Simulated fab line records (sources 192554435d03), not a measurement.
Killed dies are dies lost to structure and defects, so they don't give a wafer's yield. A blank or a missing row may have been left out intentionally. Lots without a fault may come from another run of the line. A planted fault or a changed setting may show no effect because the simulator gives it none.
Matching of chambers | flow n5 finfet | rie diel-05 running N5_BEOL_M7_VIA_ETCH_34: 4 sister chambers
The step etches SiCOH lowk in C4F6/O2, target depth 125.5 nm, time 50.5 s. 4 wafers are shown with their chamber, then 11 later ones without.

## WAFERS, EACH WITH ITS CHAMBER
wafer  | chamber | throttle valve pct (%)
L081.3 | 0       | 21.02
L084.2 | 2       | 21.15
L084.5 | 3       | 21.14
L086.1 | 1       | 20.42

## WAFERS WHOSE CHAMBER IS MISSING
wafer  | throttle valve pct (%)
L086.4 | 21.14
L086.5 | 21.02
L094.3 | 21.16
L094.5 | 21.17
L094.6 | 21.19
L095.1 | 21.17
L095.2 | 20.44
L095.3 | 21.03
L097.2 | 20.46
L097.4 | 21.04
L097.6 | 20.45

## EACH ONE'S CHAMBER
wafer  | from the rows above     | in truth
L086.4 | can't be placed: 3 or 2 | 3
L086.5 | 0                       | 0
L094.3 | can't be placed: 2 or 3 | 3
L094.5 | can't be placed: 2 or 3 | 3
L094.6 | can't be placed: 2 or 3 | 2
L095.1 | can't be placed: 2 or 3 | 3
L095.2 | 1                       | 1
L095.3 | 0                       | 0
L097.2 | 1                       | 1
L097.4 | 0                       | 0
L097.6 | 1                       | 1
Correct placement for 6 of the 11. Cannot be placed on the basis of these rows: 5; the candidates contain the true chamber in 5. Number placed wrongly: 0.
How it was worked out, from the rows above alone: a wafer's distance from a chamber is the root of the sum, over the readings, of the square of ((its reading less the chamber's mean) divided by the reading's scatter). The wafer belongs to the nearest chamber; if the next one is less than 2 further off, it can't be placed. A chamber's mean is the mean of its shown wafers. The scatter (one wafer shown for each chamber): square how far every hidden wafer sits from the nearest shown wafer, average those squares and take the square root.
